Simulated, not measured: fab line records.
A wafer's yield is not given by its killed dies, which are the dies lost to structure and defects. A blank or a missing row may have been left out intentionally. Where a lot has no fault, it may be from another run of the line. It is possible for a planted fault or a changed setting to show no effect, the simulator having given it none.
The tool behind it: which one? / flow n5 finfet / 24 lots, 72 wafers sampled, at 3 steps of a route of 1938

== WHAT THE GAUGES SHOWED, per wafer ==
N5_BEOL_M1_INSPECT_30: inspects for defects (brightfield). Usual: raw defect count 434, standard deviation 89.
lot=L074; measured=day 6 01:37; on=defect inspect-01; raw defect count=548 556 576; flag=
lot=L075; measured=day 6 13:19; on=defect inspect-02; raw defect count=469 328 465; flag=
lot=L076; measured=day 6 17:43; on=defect inspect-02; raw defect count=402 344 412; flag=
lot=L077; measured=day 7 02:31; on=defect inspect-02; raw defect count=529 533 699; flag=
lot=L078; measured=day 7 06:18; on=defect inspect-01; raw defect count=324 433 629; flag=
lot=L079; measured=day 7 14:41; on=defect inspect-02; raw defect count=430 392 332; flag=
lot=L080; measured=day 7 21:50; on=defect inspect-02; raw defect count=296 373 287; flag=
lot=L081; measured=day 8 02:22; on=defect inspect-02; raw defect count=463 398 342; flag=
lot=L082; measured=day 8 02:43; on=defect inspect-02; raw defect count=405 327 458; flag=
lot=L083; measured=day 8 09:37; on=defect inspect-02; raw defect count=598 646 455; flag=
lot=L084; measured=day 8 19:00; on=defect inspect-01; raw defect count=365 346 418; flag=
lot=L085; measured=day 9 01:27; on=defect inspect-02; raw defect count=522 348 585; flag=
lot=L086; measured=day 9 06:23; on=defect inspect-01; raw defect count=543 442 334; flag=
lot=L087; measured=day 9 11:06; on=defect inspect-01; raw defect count=431 350 454; flag=
lot=L088; measured=day 9 16:16; on=defect inspect-02; raw defect count=332 399 294; flag=
lot=L089; measured=day 9 19:29; on=defect inspect-02; raw defect count=449 587 537; flag=
lot=L090; measured=day 10 02:52; on=defect inspect-01; raw defect count=514 581 572; flag=
lot=L093; measured=day 10 19:36; on=defect inspect-01; raw defect count=487 460 404; flag=
lot=L091; measured=day 10 22:53; on=defect inspect-02; raw defect count=466 426 363; flag=
lot=L094; measured=day 11 05:33; on=defect inspect-01; raw defect count=448 653 418; flag=
lot=L092; measured=day 11 07:49; on=defect inspect-01; raw defect count=362 395 415; flag=
lot=L095; measured=day 11 11:34; on=defect inspect-02; raw defect count=425 393 589; flag=
lot=L096; measured=day 11 15:48; on=defect inspect-02; raw defect count=379 368 474; flag=
lot=L097; measured=day 12 00:01; on=defect inspect-02; raw defect count=360 386 315; flag=

== WHICH TOOL RAN EACH LOT (tool, then ch and the chambers of the sampled wafers, then the start) ==
lot=L074; N5_BEOL_M0_ANNEAL_119=rtp anneal-02 ch 0, day 5 22:37; N5_BEOL_M0_CMP_120=cmp-01 ch 1,2,3, day 5 23:16
lot=L075; N5_BEOL_M0_ANNEAL_119=rtp anneal-02 ch 0, day 6 07:41; N5_BEOL_M0_CMP_120=cmp-01 ch 0,1,3, day 6 08:08
lot=L076; N5_BEOL_M0_ANNEAL_119=rtp anneal-01 ch 0, day 6 13:17; N5_BEOL_M0_CMP_120=cmp-01 ch 0,2,3, day 6 13:37
lot=L077; N5_BEOL_M0_ANNEAL_119=rtp anneal-01 ch 0, day 6 23:44; N5_BEOL_M0_CMP_120=cmp-04 ch 1,2, day 7 00:01
lot=L078; N5_BEOL_M0_ANNEAL_119=rtp anneal-02 ch 0, day 7 02:15; N5_BEOL_M0_CMP_120=cmp-04 ch 0,1, day 7 02:27
lot=L079; N5_BEOL_M0_ANNEAL_119=rtp anneal-01 ch 0, day 7 10:11; N5_BEOL_M0_CMP_120=cmp-04 ch 1,2,3, day 7 10:26
lot=L080; N5_BEOL_M0_ANNEAL_119=rtp anneal-02 ch 0, day 7 17:07; N5_BEOL_M0_CMP_120=cmp-01 ch 0,1,2, day 7 17:26
lot=L081; N5_BEOL_M0_ANNEAL_119=rtp anneal-01 ch 0, day 7 21:05; N5_BEOL_M0_CMP_120=cmp-04 ch 1,2,3, day 7 21:25
lot=L082; N5_BEOL_M0_ANNEAL_119=rtp anneal-02 ch 0, day 7 22:45; N5_BEOL_M0_CMP_120=cmp-02 ch 0,1,3, day 7 23:02
lot=L083; N5_BEOL_M0_ANNEAL_119=rtp anneal-01 ch 0, day 8 06:27; N5_BEOL_M0_CMP_120=cmp-04 ch 2,3, day 8 06:43
lot=L084; N5_BEOL_M0_ANNEAL_119=rtp anneal-01 ch 0, day 8 14:28; N5_BEOL_M0_CMP_120=cmp-04 ch 1,2, day 8 14:45
lot=L085; N5_BEOL_M0_ANNEAL_119=rtp anneal-02 ch 0, day 8 20:35; N5_BEOL_M0_CMP_120=cmp-04 ch 0,1,3, day 8 20:50
lot=L086; N5_BEOL_M0_ANNEAL_119=rtp anneal-01 ch 0, day 9 02:27; N5_BEOL_M0_CMP_120=cmp-04 ch 0,2,3, day 9 02:45
lot=L087; N5_BEOL_M0_ANNEAL_119=rtp anneal-02 ch 0, day 9 07:46; N5_BEOL_M0_CMP_120=cmp-01 ch 2,3, day 9 08:06
lot=L088; N5_BEOL_M0_ANNEAL_119=rtp anneal-01 ch 0, day 9 13:29; N5_BEOL_M0_CMP_120=cmp-04 ch 0,2,3, day 9 13:52
lot=L089; N5_BEOL_M0_ANNEAL_119=rtp anneal-01 ch 0, day 9 15:52; N5_BEOL_M0_CMP_120=cmp-04 ch 0,1, day 9 16:04
lot=L090; N5_BEOL_M0_ANNEAL_119=rtp anneal-01 ch 0, day 9 23:45; N5_BEOL_M0_CMP_120=cmp-04 ch 1,2, day 10 00:01
lot=L093; N5_BEOL_M0_ANNEAL_119=rtp anneal-02 ch 0, day 10 16:12; N5_BEOL_M0_CMP_120=cmp-04 ch 0,1,2, day 10 16:32
lot=L091; N5_BEOL_M0_ANNEAL_119=rtp anneal-01 ch 0, day 10 18:24; N5_BEOL_M0_CMP_120=cmp-04 ch 0,1,2, day 10 18:39
lot=L094; N5_BEOL_M0_ANNEAL_119=rtp anneal-01 ch 0, day 11 01:41; N5_BEOL_M0_CMP_120=cmp-02 ch 2,3, day 11 02:07
lot=L092; N5_BEOL_M0_ANNEAL_119=rtp anneal-02 ch 0, day 11 04:55; N5_BEOL_M0_CMP_120=cmp-04 ch 0,1,2, day 11 05:17
lot=L095; N5_BEOL_M0_ANNEAL_119=rtp anneal-01 ch 0, day 11 06:16; N5_BEOL_M0_CMP_120=cmp-04 ch 0,1,2, day 11 06:47
lot=L096; N5_BEOL_M0_ANNEAL_119=rtp anneal-02 ch 0, day 11 12:00; N5_BEOL_M0_CMP_120=cmp-04 ch 0,1, day 11 12:16
lot=L097; N5_BEOL_M0_ANNEAL_119=rtp anneal-02 ch 0, day 11 19:04; N5_BEOL_M0_CMP_120=cmp-04 ch 0,2,3, day 11 19:22
- N5_BEOL_M0_ANNEAL_119: time 90 s.
- N5_BEOL_M0_CMP_120: polishes, stops on SiOC, t overpolish 6.9 s.

== AS READ BY THE TOOLS THEMSELVES (means over the sampled wafers that have a number; for cases with no such wafer, the mark the record gives instead) ==
N5_BEOL_M0_ANNEAL_119. Usual: wafer_temp_C_max 225.92, standard deviation 0.24.
lot=L074; tool=rtp anneal-02; wafer_temp_C_max=225.61; flag=
lot=L075; tool=rtp anneal-02; wafer_temp_C_max=225.98; flag=
lot=L076; tool=rtp anneal-01; wafer_temp_C_max=225.96; flag=
lot=L077; tool=rtp anneal-01; wafer_temp_C_max=225.81; flag=
lot=L078; tool=rtp anneal-02; wafer_temp_C_max=225.87; flag=
lot=L079; tool=rtp anneal-01; wafer_temp_C_max=226.05; flag=
lot=L080; tool=rtp anneal-02; wafer_temp_C_max=225.45; flag=
lot=L081; tool=rtp anneal-01; wafer_temp_C_max=225.83; flag=
lot=L082; tool=rtp anneal-02; wafer_temp_C_max=225.65; flag=
lot=L083; tool=rtp anneal-01; wafer_temp_C_max=225.87; flag=
lot=L084; tool=rtp anneal-01; wafer_temp_C_max=225.76; flag=
lot=L085; tool=rtp anneal-02; wafer_temp_C_max=225.76; flag=
lot=L086; tool=rtp anneal-01; wafer_temp_C_max=225.96; flag=
lot=L087; tool=rtp anneal-02; wafer_temp_C_max=225.76; flag=
lot=L088; tool=rtp anneal-01; wafer_temp_C_max=225.89; flag=
lot=L089; tool=rtp anneal-01; wafer_temp_C_max=226.22; flag=
lot=L090; tool=rtp anneal-01; wafer_temp_C_max=225.94; flag=
lot=L093; tool=rtp anneal-02; wafer_temp_C_max=225.92; flag=
lot=L091; tool=rtp anneal-01; wafer_temp_C_max=226.23; flag=
lot=L094; tool=rtp anneal-01; wafer_temp_C_max=226.16; flag=
lot=L092; tool=rtp anneal-02; wafer_temp_C_max=225.84; flag=
lot=L095; tool=rtp anneal-01; wafer_temp_C_max=226.23; flag=
lot=L096; tool=rtp anneal-02; wafer_temp_C_max=225.91; flag=
lot=L097; tool=rtp anneal-02; wafer_temp_C_max=225.93; flag=

N5_BEOL_M0_CMP_120. Usual: barrier field endpoint s 3.66 s, standard deviation 0.13; motor current A 6.1 A, standard deviation 0.52; overpolish run s 6.901 s, standard deviation 0.0094; pad life wafers 1250, standard deviation 380; time to endpoint s 63 s, standard deviation 3.4.
lot=L074; tool=cmp-01; barrier field endpoint s (s)=3.53; motor current A (A)=6.1; overpolish run s (s)=6.897; pad life wafers=650; time to endpoint s (s)=62; flag=
lot=L075; tool=cmp-01; barrier field endpoint s (s)=3.55; motor current A (A)=6.3; overpolish run s (s)=6.901; pad life wafers=794; time to endpoint s (s)=61; flag=
lot=L076; tool=cmp-01; barrier field endpoint s (s)=3.61; motor current A (A)=6.0; overpolish run s (s)=6.895; pad life wafers=837; time to endpoint s (s)=61; flag=
lot=L077; tool=cmp-04; barrier field endpoint s (s)=3.53; motor current A (A)=6.0; overpolish run s (s)=6.901; pad life wafers=884; time to endpoint s (s)=61; flag=
lot=L078; tool=cmp-04; barrier field endpoint s (s)=3.78; motor current A (A)=6.1; overpolish run s (s)=6.905; pad life wafers=912; time to endpoint s (s)=63; flag=
lot=L079; tool=cmp-04; barrier field endpoint s (s)=3.63; motor current A (A)=5.9; overpolish run s (s)=6.890; pad life wafers=973; time to endpoint s (s)=64; flag=
lot=L080; tool=cmp-01; barrier field endpoint s (s)=3.63; motor current A (A)=6.3; overpolish run s (s)=6.899; pad life wafers=1087; time to endpoint s (s)=62; flag=
lot=L081; tool=cmp-04; barrier field endpoint s (s)=3.86; motor current A (A)=6.0; overpolish run s (s)=6.904; pad life wafers=1058; time to endpoint s (s)=61; flag=
lot=L082; tool=cmp-02; barrier field endpoint s (s)=3.57; motor current A (A)=6.2; overpolish run s (s)=6.913; pad life wafers=1743; time to endpoint s (s)=62; flag=
lot=L083; tool=cmp-04; barrier field endpoint s (s)=3.65; motor current A (A)=5.6; overpolish run s (s)=6.906; pad life wafers=1124; time to endpoint s (s)=62; flag=
lot=L084; tool=cmp-04; barrier field endpoint s (s)=3.84; motor current A (A)=6.0; overpolish run s (s)=6.895; pad life wafers=1142; time to endpoint s (s)=64; flag=
lot=L085; tool=cmp-04; barrier field endpoint s (s)=3.68; motor current A (A)=6.3; overpolish run s (s)=6.905; pad life wafers=1189; time to endpoint s (s)=60; flag=
lot=L086; tool=cmp-04; barrier field endpoint s (s)=3.75; motor current A (A)=5.7; overpolish run s (s)=6.899; pad life wafers=1249; time to endpoint s (s)=66; flag=
lot=L087; tool=cmp-01; barrier field endpoint s (s)=3.73; motor current A (A)=5.9; overpolish run s (s)=6.892; pad life wafers=1388; time to endpoint s (s)=64; flag=
lot=L088; tool=cmp-04; barrier field endpoint s (s)=3.87; motor current A (A)=6.0; overpolish run s (s)=6.898; pad life wafers=1364; time to endpoint s (s)=67; flag=
lot=L089; tool=cmp-04; barrier field endpoint s (s)=3.60; motor current A (A)=6.3; overpolish run s (s)=6.903; pad life wafers=1398; time to endpoint s (s)=66; flag=
lot=L090; tool=cmp-04; barrier field endpoint s (s)=3.77; motor current A (A)=6.3; overpolish run s (s)=6.892; pad life wafers=1458; time to endpoint s (s)=66; flag=
lot=L093; tool=cmp-04; barrier field endpoint s (s)=3.62; motor current A (A)=6.2; overpolish run s (s)=6.891; pad life wafers=1616; time to endpoint s (s)=68; flag=
lot=L091; tool=cmp-04; barrier field endpoint s (s)=3.54; motor current A (A)=6.0; overpolish run s (s)=6.909; pad life wafers=1634; time to endpoint s (s)=67; flag=
lot=L094; tool=cmp-02; barrier field endpoint s (s)=3.65; motor current A (A)=6.4; overpolish run s (s)=6.907; pad life wafers=428; time to endpoint s (s)=61; flag=
lot=L092; tool=cmp-04; barrier field endpoint s (s)=3.84; motor current A (A)=6.2; overpolish run s (s)=6.895; pad life wafers=1730; time to endpoint s (s)=68; flag=
lot=L095; tool=cmp-04; barrier field endpoint s (s)=3.55; motor current A (A)=6.0; overpolish run s (s)=6.897; pad life wafers=1742; time to endpoint s (s)=59; flag=
lot=L096; tool=cmp-04; barrier field endpoint s (s)=3.55; motor current A (A)=6.3; overpolish run s (s)=6.909; pad life wafers=1782; time to endpoint s (s)=63; flag=
lot=L097; tool=cmp-04; barrier field endpoint s (s)=3.55; motor current A (A)=5.8; overpolish run s (s)=6.910; pad life wafers=1826; time to endpoint s (s)=67; flag=

== THE ANSWER, worked out from the rows above alone ==
Rule: take the mean of a lot's wafers that have a number; if it is more than 3 standard deviations from the usual mean, the lot is off. Also off: a lot with no number at a reading for which 4 or more lots have one. All remaining lots with rows at the step are treated as sound. After the gauges, taken in route order, come the tools' own readings; for these a lot's mean is taken, as printed above. At the first step where some lot is off, the reading lying furthest off is the one used; lots without a number count as furthest.
Across all readings shown, no lot is off: no conclusion can be drawn from this.

== WHAT THE SIMULATOR HAD INSERTED ==
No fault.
